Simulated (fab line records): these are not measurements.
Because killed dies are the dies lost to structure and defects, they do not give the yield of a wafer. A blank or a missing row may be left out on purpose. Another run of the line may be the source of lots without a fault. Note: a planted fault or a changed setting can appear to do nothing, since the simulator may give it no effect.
Which tool is to blame? / flow nandHarc / Sampling: 13 lots, 39 wafers, 5 of 1159 route steps

== WHAT THE GAUGES READ, wafer by wafer ==
NHARC_P_M1_INSPECT_11. Usual: rawDefectCount at 3.7, with a standard deviation of 2.
lot=L656; measured=day 6 09:46; on=defectInspect-02; rawDefectCount=6 0 3; flag=
lot=L660; measured=day 7 00:37; on=defectInspect-02; rawDefectCount=3 4 4; flag=
lot=L662; measured=day 7 13:04; on=defectInspect-02; rawDefectCount=4 4 4; flag=
lot=L665; measured=day 8 02:59; on=defectInspect-01; rawDefectCount=3 10 4; flag=
lot=L664; measured=day 8 04:02; on=defectInspect-01; rawDefectCount=1 3 2; flag=
lot=L666; measured=day 9 00:42; on=defectInspect-02; rawDefectCount=1 5 4; flag=
lot=L667; measured=day 9 03:29; on=defectInspect-01; rawDefectCount=2 5 4; flag=
lot=L669; measured=day 9 03:56; on=defectInspect-02; rawDefectCount=4 1 3; flag=
lot=L672; measured=day 9 20:34; on=defectInspect-02; rawDefectCount=6 4 8; flag=
lot=L670; measured=day 9 21:02; on=defectInspect-01; rawDefectCount=2 3 4; flag=
lot=L674; measured=day 10 09:47; on=defectInspect-01; rawDefectCount=5 7 5; flag=
lot=L678; measured=day 11 20:18; on=defectInspect-01; rawDefectCount=2 3 4; flag=
lot=L679; measured=day 11 20:38; on=defectInspect-01; rawDefectCount=6 13 6; flag=

NHARC_END_SORT_01. Usual: defectLimitedYield 95.4 %, standard deviation 1.7; killedAtArray 28, standard deviation 11; killedAtOther 0.6, standard deviation 0.85; killedAtPeriphery 2.8, standard deviation 2.3; killedDies 31, standard deviation 11; killedOpen 3.1, standard deviation 1.6; killedShort 2.0, standard deviation 1.4; sort_bin_2_pct 1.4 %, standard deviation 0.73; sort_bin_3_pct 0.27 %, standard deviation 0.23; sort_bin_4_pct 2.9 %, standard deviation 1.1; sortNPass 646, standard deviation 11; sortRimYieldPct 95 %, standard deviation 3.2; sortYieldPct 95.4 %, standard deviation 1.7.
lot=L656; measured=day 19 15:49; on=prober-02; defectLimitedYield (%)=95.1 95.6 95.6; killedAtArray=30 28 30; killedAtOther=0 1 0; killedAtPeriphery=3 1 0; killedDies=33 30 30; killedOpen=4 2 1; killedShort=3 1 4; sort_bin_2_pct (%)=1.6 1.5 1.0; sort_bin_3_pct (%)=0.15 0.44 0.15; sort_bin_4_pct (%)=3.1 2.5 3.2; sortNPass=644 647 647; sortRimYieldPct (%)=93 93 93; sortYieldPct (%)=95.1 95.6 95.6; flag=
lot=L660; measured=day 21 00:24; on=prober-02; defectLimitedYield (%)=94.1 93.4 95.1; killedAtArray=36 43 32; killedAtOther=0 0 0; killedAtPeriphery=4 2 1; killedDies=40 45 33; killedOpen=5 2 2; killedShort=4 2 2; sort_bin_2_pct (%)=1.9 2.1 1.0; sort_bin_3_pct (%)=0.59 0.15 0.30; sort_bin_4_pct (%)=3.4 4.4 3.5; sortNPass=637 632 644; sortRimYieldPct (%)=91 95 92; sortYieldPct (%)=94.1 93.4 95.1; flag=
lot=L662; measured=day 20 13:37; on=prober-02; defectLimitedYield (%)=97.6 97.3 98.1; killedAtArray=12 12 11; killedAtOther=1 0 1; killedAtPeriphery=3 6 1; killedDies=16 18 13; killedOpen=4 5 2; killedShort=3 0 1; sort_bin_2_pct (%)=0.7 0.3 0.4; sort_bin_3_pct (%)=0 0.30 0.15; sort_bin_4_pct (%)=1.6 2.1 1.3; sortNPass=661 659 664; sortRimYieldPct (%)=93 98 97; sortYieldPct (%)=97.6 97.3 98.1; flag=
lot=L665; measured=day 21 10:28; on=prober-02; defectLimitedYield (%)=97.2 96.6 97.0; killedAtArray=14 16 15; killedAtOther=0 2 0; killedAtPeriphery=5 5 5; killedDies=19 23 20; killedOpen=9 7 3; killedShort=3 4 3; sort_bin_2_pct (%)=0.6 0.7 1.0; sort_bin_3_pct (%)=0.15 0.30 0.15; sort_bin_4_pct (%)=2.1 2.4 1.8; sortNPass=658 654 657; sortRimYieldPct (%)=98 100 96; sortYieldPct (%)=97.2 96.6 97.0; flag=
lot=L664; measured=day 21 11:10; on=prober-01; defectLimitedYield (%)=94.1 95.0 93.8; killedAtArray=39 33 42; killedAtOther=0 1 0; killedAtPeriphery=1 0 0; killedDies=40 34 42; killedOpen=3 4 2; killedShort=2 3 3; sort_bin_2_pct (%)=2.7 1.8 2.5; sort_bin_3_pct (%)=0 0.15 0.44; sort_bin_4_pct (%)=3.2 3.1 3.2; sortNPass=637 643 635; sortRimYieldPct (%)=93 92 95; sortYieldPct (%)=94.1 95.0 93.8; flag=
lot=L666; measured=day 22 11:32; on=prober-01; defectLimitedYield (%)=96.8 97.0 96.5; killedAtArray=15 18 21; killedAtOther=1 0 2; killedAtPeriphery=6 2 1; killedDies=22 20 24; killedOpen=3 3 4; killedShort=0 1 2; sort_bin_2_pct (%)=0.1 1.0 0.6; sort_bin_3_pct (%)=0.15 0 0.30; sort_bin_4_pct (%)=3.0 1.9 2.7; sortNPass=655 657 653; sortRimYieldPct (%)=99 93 99; sortYieldPct (%)=96.8 97.0 96.5; flag=
lot=L667; measured=day 22 11:33; on=prober-02; defectLimitedYield (%)=96.0 93.5 95.0; killedAtArray=24 43 33; killedAtOther=0 0 0; killedAtPeriphery=3 1 1; killedDies=27 44 34; killedOpen=1 4 3; killedShort=2 6 2; sort_bin_2_pct (%)=0.9 1.5 1.8; sort_bin_3_pct (%)=0.15 0.15 0.15; sort_bin_4_pct (%)=3.0 4.9 3.1; sortNPass=650 633 643; sortRimYieldPct (%)=95 95 96; sortYieldPct (%)=96.0 93.5 95.0; flag=
lot=L669; measured=day 22 19:19; on=prober-02; defectLimitedYield (%)=95.3 92.8 94.8; killedAtArray=31 48 33; killedAtOther=0 0 0; killedAtPeriphery=1 1 2; killedDies=32 49 35; killedOpen=2 3 2; killedShort=2 4 3; sort_bin_2_pct (%)=1.2 1.8 0.6; sort_bin_3_pct (%)=0.44 0.59 0.15; sort_bin_4_pct (%)=3.1 4.9 4.4; sortNPass=645 628 642; sortRimYieldPct (%)=91 97 90; sortYieldPct (%)=95.3 92.8 94.8; flag=
lot=L672; measured=day 23 16:36; on=prober-01; defectLimitedYield (%)=0 0 0; killedAtArray=28 38 20; killedAtOther=2 0 1; killedAtPeriphery=647 639 656; killedDies=677 677 677; killedOpen=2 4 3; killedShort=2 2 3; sort_bin_2_pct (%)=96.0 96.3 97.5; sort_bin_3_pct (%)=0.15 0.30 0; sort_bin_4_pct (%)=3.8 3.4 2.5; sortNPass=0 0 0; sortRimYieldPct (%)=0 0 0; sortYieldPct (%)=0 0 0; flag=OFF
lot=L670; measured=day 23 04:35; on=prober-01; defectLimitedYield (%)=0 0 0; killedAtArray=23 30 20; killedAtOther=0 1 1; killedAtPeriphery=654 646 656; killedDies=677 677 677; killedOpen=3 2 0; killedShort=2 0 3; sort_bin_2_pct (%)=97.8 96.3 98.4; sort_bin_3_pct (%)=0.15 0.30 0.30; sort_bin_4_pct (%)=2.1 3.4 1.3; sortNPass=0 0 0; sortRimYieldPct (%)=0 0 0; sortYieldPct (%)=0 0 0; flag=OFF
lot=L674; measured=day 23 04:33; on=prober-02; defectLimitedYield (%)=92.3 94.7 94.4; killedAtArray=46 28 33; killedAtOther=0 0 0; killedAtPeriphery=6 8 5; killedDies=52 36 38; killedOpen=4 2 5; killedShort=2 1 3; sort_bin_2_pct (%)=1.5 2.2 2.7; sort_bin_3_pct (%)=1.03 0.74 0.59; sort_bin_4_pct (%)=5.2 2.4 2.4; sortNPass=625 641 639; sortRimYieldPct (%)=85 94 88; sortYieldPct (%)=92.3 94.7 94.4; flag=
lot=L678; measured=day 24 22:55; on=prober-02; defectLimitedYield (%)=94.8 93.2 95.4; killedAtArray=28 38 27; killedAtOther=1 0 0; killedAtPeriphery=6 8 4; killedDies=35 46 31; killedOpen=4 5 1; killedShort=2 5 5; sort_bin_2_pct (%)=1.6 3.0 1.0; sort_bin_3_pct (%)=0.15 0.30 0; sort_bin_4_pct (%)=3.4 3.5 3.5; sortNPass=642 631 646; sortRimYieldPct (%)=93 94 91; sortYieldPct (%)=94.8 93.2 95.4; flag=
lot=L679; measured=day 24 20:50; on=prober-01; defectLimitedYield (%)=94.4 93.5 95.0; killedAtArray=29 30 27; killedAtOther=2 1 3; killedAtPeriphery=7 13 4; killedDies=38 44 34; killedOpen=4 3 0; killedShort=3 2 1; sort_bin_2_pct (%)=1.5 1.5 1.5; sort_bin_3_pct (%)=0.30 0 0.15; sort_bin_4_pct (%)=3.8 5.0 3.4; sortNPass=639 633 643; sortRimYieldPct (%)=92 88 97; sortYieldPct (%)=94.4 93.5 95.0; flag=

== WHICH TOOL RAN EACH LOT (tool, then ch and the chambers of the sampled wafers, then the start) ==
lot=L656; NHARC_P_M0_DEP_32=pecvd-02 ch 0,2, day 6 08:23; NHARC_P_M1_ETCH_15=rieDiel-04 ch 1,2,3, day 6 10:01; NHARC_P_M1_PRE_CLEAN_30=pvdSputter-02, day 19 15:49 or earlier
lot=L660; NHARC_P_M0_DEP_32=pecvd-04 ch 1,2, day 6 23:08; NHARC_P_M1_ETCH_15=rieDiel-04 ch 1,2,3, day 7 00:51; NHARC_P_M1_PRE_CLEAN_30=pvdSputter-02, day 21 00:24 or earlier
lot=L662; NHARC_P_M0_DEP_32=pecvd-01 ch 0,2, day 7 11:54; NHARC_P_M1_ETCH_15=rieDiel-04 ch 2,3, day 7 13:18; NHARC_P_M1_PRE_CLEAN_30=pvdSputter-03, day 20 13:37 or earlier
lot=L665; NHARC_P_M0_DEP_32=pecvd-01 ch 0,1, day 8 01:34; NHARC_P_M1_ETCH_15=rieDiel-03 ch 0,1,2, day 8 03:24; NHARC_P_M1_PRE_CLEAN_30=pvdSputter-02, day 21 10:28 or earlier
lot=L664; NHARC_P_M0_DEP_32=pecvd-01 ch 0,1,2, day 8 02:40; NHARC_P_M1_ETCH_15=rieDiel-03 ch 0,1, day 8 04:17; NHARC_P_M1_PRE_CLEAN_30=pvdSputter-02, day 21 11:10 or earlier
lot=L666; NHARC_P_M0_DEP_32=pecvd-02 ch 0,1,2, day 8 23:22; NHARC_P_M1_ETCH_15=rieDiel-04 ch 0,1, day 9 00:56; NHARC_P_M1_PRE_CLEAN_30=pvdSputter-03, day 22 11:32 or earlier
lot=L667; NHARC_P_M0_DEP_32=pecvd-04 ch 0,1,2, day 9 02:13; NHARC_P_M1_ETCH_15=rieDiel-03 ch 0,1,2, day 9 03:43; NHARC_P_M1_PRE_CLEAN_30=pvdSputter-02, day 22 11:33 or earlier
lot=L669; NHARC_P_M0_DEP_32=pecvd-04 ch 0,1,2, day 9 02:33; NHARC_P_M1_ETCH_15=rieDiel-05 ch 0,1,2, day 9 04:10; NHARC_P_M1_PRE_CLEAN_30=pvdSputter-03, day 22 19:19 or earlier
lot=L672; NHARC_P_M0_DEP_32=pecvd-02 ch 0,1,2, day 9 19:11; NHARC_P_M1_ETCH_15=rieDiel-05 ch 0,2,3, day 9 20:49; NHARC_P_M1_PRE_CLEAN_30=pvdSputter-01, day 23 16:36 or earlier
lot=L670; NHARC_P_M0_DEP_32=pecvd-04 ch 0,1,2, day 9 19:40; NHARC_P_M1_ETCH_15=rieDiel-05 ch 0,2,3, day 9 21:16; NHARC_P_M1_PRE_CLEAN_30=pvdSputter-03, day 23 04:35 or earlier
lot=L674; NHARC_P_M0_DEP_32=pecvd-01 ch 1,2, day 10 08:30; NHARC_P_M1_ETCH_15=rieDiel-05 ch 1,3, day 10 10:04; NHARC_P_M1_PRE_CLEAN_30=pvdSputter-01, day 23 04:33 or earlier
lot=L678; NHARC_P_M0_DEP_32=pecvd-01 ch 1,2, day 11 18:57; NHARC_P_M1_ETCH_15=rieDiel-05 ch 1,3, day 11 20:32; NHARC_P_M1_PRE_CLEAN_30=pvdSputter-02, day 24 22:55 or earlier
lot=L679; NHARC_P_M0_DEP_32=pecvd-04 ch 0,1,2, day 11 19:17; NHARC_P_M1_ETCH_15=rieDiel-04 ch 1,2,3, day 11 20:52; NHARC_P_M1_PRE_CLEAN_30=pvdSputter-01, day 24 20:50 or earlier
- NHARC_P_M0_DEP_32: deposits SiCN, target thk 30 nm.
- NHARC_P_M1_ETCH_15: etches the open film in C4F8/Ar, target depth 182.5 nm, time 91.2 s.
- NHARC_P_M1_PRE_CLEAN_30: time 30 s.

== WHAT THE TOOLS THEMSELVES READ (means of the sampled wafers that have a number; where no wafer has one, the mark that the record gives instead) ==
NHARC_P_M0_DEP_32. Usual: heaterPowerW at 606 W, with a standard deviation of 97.
lot=L656; tool=pecvd-02; heaterPowerW (W)=644; flag=
lot=L660; tool=pecvd-04; heaterPowerW (W)=771; flag=
lot=L662; tool=pecvd-01; heaterPowerW (W)=620; flag=
lot=L665; tool=pecvd-01; heaterPowerW (W)=610; flag=
lot=L664; tool=pecvd-01; heaterPowerW (W)=555; flag=
lot=L666; tool=pecvd-02; heaterPowerW (W)=625; flag=
lot=L667; tool=pecvd-04; heaterPowerW (W)=625; flag=
lot=L669; tool=pecvd-04; heaterPowerW (W)=628; flag=
lot=L672; tool=pecvd-02; heaterPowerW (W)=587; flag=
lot=L670; tool=pecvd-04; heaterPowerW (W)=683; flag=
lot=L674; tool=pecvd-01; heaterPowerW (W)=540; flag=
lot=L678; tool=pecvd-01; heaterPowerW (W)=527; flag=
lot=L679; tool=pecvd-04; heaterPowerW (W)=621; flag=

NHARC_P_M1_ETCH_15. Usual: biasW 300.1 W, standard deviation 0.94; chamberPressureMTorr 25.001 mTorr, standard deviation 0.022; oesProductAu 0.952 a.u., standard deviation 0.021; rfVppV 441.2 V, standard deviation 2.2.
lot=L656; tool=rieDiel-04; biasW (W)=299.9; chamberPressureMTorr (mTorr)=24.983; oesProductAu (a.u.)=0.965; rfVppV (V)=441.0; flag=
lot=L660; tool=rieDiel-04; biasW (W)=301.1; chamberPressureMTorr (mTorr)=25.023; oesProductAu (a.u.)=0.966; rfVppV (V)=440.5; flag=
lot=L662; tool=rieDiel-04; biasW (W)=299.9; chamberPressureMTorr (mTorr)=25.017; oesProductAu (a.u.)=0.966; rfVppV (V)=440.4; flag=
lot=L665; tool=rieDiel-03; biasW (W)=300.7; chamberPressureMTorr (mTorr)=25.014; oesProductAu (a.u.)=0.933; rfVppV (V)=441.1; flag=
lot=L664; tool=rieDiel-03; biasW (W)=300.6; chamberPressureMTorr (mTorr)=25.005; oesProductAu (a.u.)=0.927; rfVppV (V)=441.4; flag=
lot=L666; tool=rieDiel-04; biasW (W)=299.1; chamberPressureMTorr (mTorr)=24.996; oesProductAu (a.u.)=0.965; rfVppV (V)=441.2; flag=
lot=L667; tool=rieDiel-03; biasW (W)=299.3; chamberPressureMTorr (mTorr)=24.999; oesProductAu (a.u.)=0.937; rfVppV (V)=440.8; flag=
lot=L669; tool=rieDiel-05; biasW (W)=300.2; chamberPressureMTorr (mTorr)=25.007; oesProductAu (a.u.)=0.966; rfVppV (V)=440.8; flag=
lot=L672; tool=rieDiel-05; biasW (W)=-; chamberPressureMTorr (mTorr)=-; oesProductAu (a.u.)=-; rfVppV (V)=-; flag=OFF
lot=L670; tool=rieDiel-05; biasW (W)=-; chamberPressureMTorr (mTorr)=-; oesProductAu (a.u.)=-; rfVppV (V)=-; flag=OFF
lot=L674; tool=rieDiel-05; biasW (W)=300.2; chamberPressureMTorr (mTorr)=25.003; oesProductAu (a.u.)=0.969; rfVppV (V)=440.8; flag=
lot=L678; tool=rieDiel-05; biasW (W)=300.3; chamberPressureMTorr (mTorr)=25.003; oesProductAu (a.u.)=0.961; rfVppV (V)=440.9; flag=
lot=L679; tool=rieDiel-04; biasW (W)=300.2; chamberPressureMTorr (mTorr)=24.997; oesProductAu (a.u.)=0.924; rfVppV (V)=440.3; flag=

NHARC_P_M1_PRE_CLEAN_30. Usual: heaterPowerW at 408 W, with a standard deviation of 40.
lot=L656; tool=pvdSputter-02; heaterPowerW (W)=392; flag=
lot=L660; tool=pvdSputter-02; heaterPowerW (W)=361; flag=
lot=L662; tool=pvdSputter-03; heaterPowerW (W)=391; flag=
lot=L665; tool=pvdSputter-02; heaterPowerW (W)=419; flag=
lot=L664; tool=pvdSputter-02; heaterPowerW (W)=388; flag=
lot=L666; tool=pvdSputter-03; heaterPowerW (W)=441; flag=
lot=L667; tool=pvdSputter-02; heaterPowerW (W)=392; flag=
lot=L669; tool=pvdSputter-03; heaterPowerW (W)=406; flag=
lot=L672; tool=pvdSputter-01; heaterPowerW (W)=431; flag=
lot=L670; tool=pvdSputter-03; heaterPowerW (W)=412; flag=
lot=L674; tool=pvdSputter-01; heaterPowerW (W)=407; flag=
lot=L678; tool=pvdSputter-02; heaterPowerW (W)=364; flag=
lot=L679; tool=pvdSputter-01; heaterPowerW (W)=424; flag=

== THE ANSWER, worked out from the rows above alone ==
Rule: a lot counts as off when the mean over its wafers that have a number is more than 3 standard deviations away from the usual mean. A lot without any number at a reading at which 4 lots or more have one is off too. Any other lot the step has rows for is counted as sound. First the gauges in route order, then the tools' own readings, where a lot's mean is used as printed above. The first step at which some lot is off is used, and at that step the reading that is off furthest; a lot without a number counts as furthest.
Off: L672, L670 (NHARC_END_SORT_01, killedAtPeriphery).
A tool fits if, at a process step before that reading, it ran every lot that is off, and no sound lot after the first of them. Not tried: the gauges at NHARC_END_SORT_01; whatever is off there is also off at NHARC_P_M1_ETCH_15, on other tools, and gauge error can't account for it. NHARC_P_M1_PRE_CLEAN_30: start missing for some lots; hours and lot order therefore follow NHARC_END_SORT_01. Not one of the candidates tried fits.

== WHAT THE SIMULATOR PUT IN ==
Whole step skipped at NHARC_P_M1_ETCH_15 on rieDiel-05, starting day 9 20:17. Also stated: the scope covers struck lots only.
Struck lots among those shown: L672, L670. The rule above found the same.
